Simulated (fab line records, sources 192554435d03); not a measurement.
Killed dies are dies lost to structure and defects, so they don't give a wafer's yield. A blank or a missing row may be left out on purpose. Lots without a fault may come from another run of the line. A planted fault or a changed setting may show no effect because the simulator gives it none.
A struck lot beside a sound one | flow n5_finfet | 28 steps out of a route of 1938
Sound: wafers L623.1, L623.5, L623.6. Struck: wafers L636.1, L636.4, L636.6. The cause comes at the end.
At each step with rows: each side's tool, then ch and its chambers, then its first start. Under that, the readings that differ: sound wafers | struck wafers | difference of the means | sigmas: that difference in standard deviations of wafers without a fault.
alike: readings whose means differ by less than 2 such deviations, and words and numbers that are the same on both sides. not compared: withheld readings, readings that some wafer has no value for, bounds like >300 that may hide the same value, and numbers for which the record gives no deviation and whose values overlap.
The two part at a step that has a row with sigmas, a row that says differs or no value, or rows on one side only. Numbers that don't overlap but have no deviation are shown without sigmas and don't part them. A reading that every wafer of one side lacks parts them only if that side has two wafers or more.

first, 2 steps without rows for these wafers: N5_DUMMY_GATE_PRECLEAN_46 (cleans in DIW, time 89.5 s); N5_DUMMY_GATE_SRD_47 (dry time 32 s).
N5_DUMMY_GATE_CMP_04: polishes a-Si.
  sound on cmp-03 ch 1,2,3, day 2 17:37; struck on cmp-04 ch 2,3, day 6 01:08
  alike: motor_current_A, time_to_endpoint_s
N5_DUMMY_GATE_THK_MEAS_05:
  sound on film_metro-02, day 2 17:46; struck on film_metro-01, day 6 01:23
  alike: thk_nm
then, 8 steps without rows for these wafers: N5_DUMMY_GATE_HM_DEP_06 (deposits SiNx from DCS/NH3, target thk 80 nm, time 5141 s); N5_DUMMY_GATE_PECVD_30 (deposits SiO2 from TEOS/O2, target thk 55 nm, time 10.8 s); N5_DUMMY_GATE_COAT_34 (time 60 s, resist thk 60 nm); N5_DUMMY_GATE_COAT_35 (time 60 s, resist thk 10 nm); N5_DUMMY_GATE_COAT_28 (time 60 s, resist thk 10 nm); N5_DUMMY_GATE_COAT_09 (resist thk 30 nm); N5_DUMMY_GATE_EBR_11; N5_DUMMY_GATE_SOFTBAKE_10 (time 60 s).
N5_DUMMY_GATE_EXPOSE_12: exposes mask GATE, target cd 25 nm.
  sound on euv_scanner-02 ch 0, day 2 21:55; struck on euv_scanner-02 ch 0, day 6 05:41
  reading              | sound             | struck            | difference | sigmas
  exposure_dose_mJ_cm2 | 33.87 33.98 33.92 | 33.30 33.33 33.36 | -0.59      | -13
  alike: mask
then, 2 steps without rows for these wafers: N5_DUMMY_GATE_PEB_13 (peb time 60 s); N5_DUMMY_GATE_DEVELOP_14 (develop time 30 s).
N5_DUMMY_GATE_CD_MEAS_15: target cd 25.8 nm.
  sound on cd_sem-03 ch 0, day 2 22:03; struck on cd_sem-01 ch 0, day 6 05:49
  alike: cd_nm
N5_DUMMY_GATE_OVL_MEAS_16:
  sound on overlay-01 ch 0, day 2 22:05; struck on overlay-01 ch 0, day 6 05:51
  alike: GATE_OVL
N5_DUMMY_GATE_INSPECT_17: inspects for defects (brightfield).
  sound on defect_inspect-02, day 2 22:09; struck on defect_inspect-01, day 6 05:55
  alike: raw_defect_count
then, 1 step without rows for these wafers: N5_DUMMY_GATE_DESCUM_20 (chemistry O2, time 6.2 s).
N5_DUMMY_GATE_ETCH_29: etches underlayer in N2/H2, target depth 13 nm.
  sound on rie_diel-05 ch 1,2,3, day 2 22:15; struck on rie_diel-01 ch 1,2, day 6 06:01
  alike: drypump_motor_current_A, oes_product_au, rf_vpp_V, showerhead_plenum_p_Torr, throttle_valve_pct
  not compared: rf_hours_counter_h
N5_DUMMY_GATE_ETCH_36: etches SiARC in CF4, target depth 13 nm.
  sound on rie_diel-05 ch 1,2,3, day 2 22:17; struck on rie_diel-01 ch 1,2, day 6 06:03
  alike: drypump_motor_current_A, oes_product_au, rf_vpp_V, showerhead_plenum_p_Torr, throttle_valve_pct
  not compared: rf_hours_counter_h
N5_DUMMY_GATE_ETCH_37: etches SOC in N2/H2, target depth 60 nm, overetch 30 nm.
  sound on rie_diel-05 ch 1,2,3, day 2 22:20; struck on rie_diel-01 ch 1,2, day 6 06:05
  alike: drypump_motor_current_A, oes_product_au, rf_vpp_V, showerhead_plenum_p_Torr, temp_c, throttle_valve_pct
  not compared: rf_hours_counter_h
then, 2 steps without rows for these wafers: N5_DUMMY_GATE_STRIP_38 (strips in N2/H2); N5_DUMMY_GATE_STRIP_39 (strips in N2/H2).
N5_DUMMY_GATE_TRIM_49: chemistry O2, time 29 s, target cd 14 nm.
  sound on rie_si-03 ch 0,1,2, day 2 22:25; struck on rie_si-01 ch 0,2, day 6 06:10
  reading                | sound          | struck         | difference | sigmas
  throttle_valve_pct (%) | 8.10 8.21 7.95 | 8.18 8.44 8.46 | +0.27      | +2
  alike: drypump_motor_current_A, oes_product_au, temp_c
  not compared: rf_hours_counter_h, model.DUMMY_GATE.cd_nm
N5_DUMMY_GATE_STRIP_40: strips in CF4.
  sound on rie_diel-01 ch 0,1,2, day 2 22:35; struck on rie_diel-02 ch 0,1,2, day 6 06:16
  alike: drypump_motor_current_A, oes_product_au, power_w, rf_vpp_V, showerhead_plenum_p_Torr, throttle_valve_pct
  not compared: rf_hours_counter_h
-- the record jumps here: 5 days lie between the struck wafers' starts before and after (it left off in module DUMMY_GATE and takes up again in module BEOL_M4, whose first step shown is number 1111 of the route) --
N5_BEOL_M4_RC_MEAS_101:
  sound on prober-02 ch 0, day 7 23:59; struck on prober-01 ch 0, day 11 15:11
  reading   | sound          | struck         | difference | sigmas
  VT_P (mV) | -256 -256 -253 | -249 -248 -245 | +8         | +2
  alike: DIBL_N, DIBL_P, IOFF_N, IOFF_P, ION_N, ION_P, SS_N, SS_P, VT_N
then, 1 step without rows for these wafers: N5_PASSIVATION_PROBE_49.

WHERE THEY PART
First at N5_DUMMY_GATE_EXPOSE_12; last, within this record, at N5_BEOL_M4_RC_MEAS_101.

WHY: what the simulator had put in
Process parameter drift: euv_scanner-02, from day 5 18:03 on, at N5_DUMMY_GATE_EXPOSE_12. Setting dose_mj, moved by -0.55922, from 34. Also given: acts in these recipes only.
